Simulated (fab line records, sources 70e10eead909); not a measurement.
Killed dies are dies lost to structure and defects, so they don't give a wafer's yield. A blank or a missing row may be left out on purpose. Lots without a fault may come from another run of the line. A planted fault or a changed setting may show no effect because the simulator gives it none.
Chamber matching | flow nand_harc | NHARC_A_WL_FILL_ALD_02 on ald_metal-04: 4 sister chambers
The step deposits TiN, target thk 2 nm, pulse time 3 s, ald cycles 100. 22 wafers are shown with their chamber, then 11 later ones without.

WAFERS WITH THEIR CHAMBER
wafer  | chamber | heater_power_w (W) | precursor_pulse_height_rel
L076.1 | 3       | 1191               | 0.996
L076.3 | 1       | 1137               | 1.020
L076.6 | 0       | 1153               | 1.000
L075.1 | 0       | 1133               | 1.013
L075.2 | 1       | 1114               | 1.022
L075.5 | 3       | 1175               | 1.000
L077.1 | 3       | 1177               | 1.003
L077.2 | 0       | 1105               | 1.022
L077.5 | 1       | 1126               | 0.951
L081.2 | 0       | 1112               | 1.023
L081.4 | 2       | 988                | 1.014
L081.5 | 0       | 1085               | 1.004
L080.2 | 0       | 1075               | 0.996
L080.4 | 2       | 1017               | 0.984
L080.5 | 1       | 1135               | 0.980
L084.1 | 0       | 1093               | 0.988
L084.2 | 1       | 1139               | 1.007
L084.3 | 3       | 1167               | 0.985
L086.2 | 3       | 1133               | 1.022
L086.4 | 2       | 1017               | 1.022
L086.6 | 1       | 1157               | 1.009
L087.1 | 1       | 1127               | 1.008

SIGNATURES (means of the wafers above)
reading                    | chamber 0 | chamber 1 | chamber 2 | chamber 3 | scatter within a chamber
heater_power_w             | 1108.00   | 1133.57   | 1007.33   | 1168.60   | 21.1
precursor_pulse_height_rel | 1.00657   | 0.99957   | 1.00667   | 1.00120   | 0.0189
Rule: a wafer's distance from a chamber is the root of the sum, over the readings, of the square of ((its reading less the chamber's mean) divided by the reading's scatter). The wafer belongs to the nearest chamber; if the next one is less than 2 further off, it can't be placed. The scatter: the root of (the sum of the squares of (reading less its chamber's mean) over the shown wafers, divided by (wafers less chambers)).

WAFERS WITHOUT THEIR CHAMBER
wafer  | heater_power_w (W) | precursor_pulse_height_rel
L087.2 | 1193               | 0.966
L087.6 | 1132               | 1.008
L090.1 | 1154               | 0.960
L090.2 | 1132               | 0.984
L090.3 | 1021               | 1.007
L093.3 | 1106               | 0.992
L093.5 | 1133               | 0.993
L093.6 | 1153               | 0.986
L096.4 | 1121               | 0.998
L096.5 | 1098               | 0.999
L096.6 | 1136               | 1.002

WHICH CHAMBER EACH WENT THROUGH
wafer  | from the rows above          | in truth
L087.2 | can't be placed: 3 or 1      | 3
L087.6 | can't be placed: 1 or 0 or 3 | 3
L090.1 | can't be placed: 3 or 1 or 0 | 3
L090.2 | can't be placed: 1 or 0 or 3 | 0
L090.3 | 2                            | 2
L093.3 | can't be placed: 0 or 1      | 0
L093.5 | can't be placed: 1 or 0 or 3 | 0
L093.6 | can't be placed: 3 or 1 or 0 | 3
L096.4 | can't be placed: 1 or 0 or 3 | 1
L096.5 | can't be placed: 0 or 1      | 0
L096.6 | can't be placed: 1 or 0 or 3 | 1
Placed correctly: 1 of 11. Can't be placed from these rows: 10 (the true chamber is among the candidates in 10). Placed wrongly: 0.
